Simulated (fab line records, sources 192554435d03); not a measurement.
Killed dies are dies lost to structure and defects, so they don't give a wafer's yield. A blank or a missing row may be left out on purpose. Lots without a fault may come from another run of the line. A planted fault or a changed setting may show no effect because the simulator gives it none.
A struck lot beside a sound one | flow n5_finfet | 17 steps out of a route of 1938
Sound: wafers L967.1, L967.2, L967.4. Struck: wafer L989.5. (L989.3 of the same lot was not struck and is left out.) The cause comes at the end.
At each step with rows: each side's tool, then ch and its chambers, then its first start. Under that, the readings that differ: sound wafers | struck wafers | difference of the means | sigmas: that difference in standard deviations of wafers without a fault.
alike: readings whose means differ by less than 2 such deviations, and words and numbers that are the same on both sides. not compared: withheld readings, readings that some wafer has no value for, bounds like >300 that may hide the same value, and numbers for which the record gives no deviation and whose values overlap.
The two part at a step that has a row with sigmas, a row that says differs or no value, or rows on one side only. Numbers that don't overlap but have no deviation are shown without sigmas and don't part them. A reading that every wafer of one side lacks parts them only if that side has two wafers or more.

first, 1 step without rows for these wafers: N5_BEOL_M15_ETCH_61 (etches BARC in N2/H2, target depth 89 nm, overetch 26.7 nm, time 67.9 s).
N5_BEOL_M15_TRENCH_ETCH_34: etches SiO2 in C4F8/O2/Ar, target depth 872.93 nm, time 199 s.
  sound on rie_diel-04 ch 0,2,3, day 13 01:52; struck on rie_diel-04 ch 0, day 18 14:13
  reading               | sound          | struck | difference | sigmas
  oes_ar_750_au (a.u.)  | 0.94 0.71 0.73 | 1.00   | +0.21      | +2
  oes_product_au (a.u.) | 0.94 0.70 0.74 | 1.01   | +0.22      | +2
  alike: drypump_motor_current_A, rf_vpp_V, showerhead_plenum_p_Torr, throttle_valve_pct
  not compared: rf_hours_counter_h
N5_BEOL_M15_STRIP_36: strips in O2.
  sound on rie_diel-04 ch 0,1,3, day 13 02:25; struck on rie_diel-02 ch 3, day 18 16:04
  reading                     | sound       | struck | difference | sigmas
  drypump_motor_current_A (A) | 5.6 6.1 6.5 | 4.7    | -1.4       | -3
  alike: oes_product_au, rf_vpp_V, showerhead_plenum_p_Torr, throttle_valve_pct
  not compared: rf_hours_counter_h
then, 7 steps without rows for these wafers: N5_BEOL_M15_STRIP_62 (strips in O2); N5_BEOL_M15_STRIP_37 (strips in O2); N5_BEOL_M15_ETCH_38 (etches SiCN in CF4/N2, target depth 106.4 nm, time 120.5 s); N5_BEOL_M15_PRECLEAN_39 (cleans in residue remover, time 60 s); N5_BEOL_M15_SRD_40 (time 30 s, dry time 30 s); N5_BEOL_M15_DEGAS_41 (time 60 s); N5_BEOL_M15_PRE_CLEAN_42 (time 30 s).
N5_BEOL_M15_SPUTTER_43: material TaN, target thk 15 nm, time 24.19 s.
  sound on pvd_sputter-02, day 13 03:08; struck on pvd_sputter-02, day 18 16:40
  alike: cathode_dc_power_W, throttle_valve_pct
N5_BEOL_M15_SPUTTER_44: material Ta, target thk 15 nm, time 24.19 s.
  sound on pvd_sputter-02, day 13 03:13; struck on pvd_sputter-02, day 18 16:44
  reading                                     | sound      | struck | difference | sigmas
  model.Ta_of_BEOL_M15_SPUTTER_44.thk_nm (nm) | 15 15 14.8 | 6.2    | -8.7       |
  alike: cathode_dc_power_W, throttle_valve_pct
N5_BEOL_M15_SPUTTER_45: material Cu, target thk 100 nm, time 16.67 s.
  sound on pvd_sputter-02, day 13 03:17; struck on pvd_sputter-02, day 18 16:49
  alike: cathode_dc_power_W, throttle_valve_pct
then, 1 step without rows for these wafers: N5_BEOL_M15_ECD_47 (material Cu, target thk 1860 nm).
N5_BEOL_M15_ANNEAL_48: time 90 s.
  sound on rtp_anneal-01 ch 0, day 13 04:27; struck on rtp_anneal-01 ch 0, day 18 17:16
  alike: wafer_temp_C_max
N5_BEOL_M15_CMP_49: polishes, stops on SiO2, t overpolish 4.9 s, target thk 850 nm.
  sound on cmp-04 ch 0,1,2, day 13 04:45; struck on cmp-03 ch 2, day 18 17:34
  reading                      | sound             | struck | difference | sigmas
  barrier_field_endpoint_s (s) | 11.99 11.60 11.93 | 8.42   | -3.42      | -12
  alike: motor_current_A
N5_BEOL_M15_THK_MEAS_50: measures by xrf.
  sound on film_metro-02, day 13 05:02; struck on film_metro-01, day 18 17:47
  reading      | sound       | struck | difference | sigmas
  M15_THK (nm) | 852 844 847 | 895    | +47        | +3

WHERE THEY PART
First at N5_BEOL_M15_TRENCH_ETCH_34; last, within this record, at N5_BEOL_M15_THK_MEAS_50.

WHY: what the simulator had put in
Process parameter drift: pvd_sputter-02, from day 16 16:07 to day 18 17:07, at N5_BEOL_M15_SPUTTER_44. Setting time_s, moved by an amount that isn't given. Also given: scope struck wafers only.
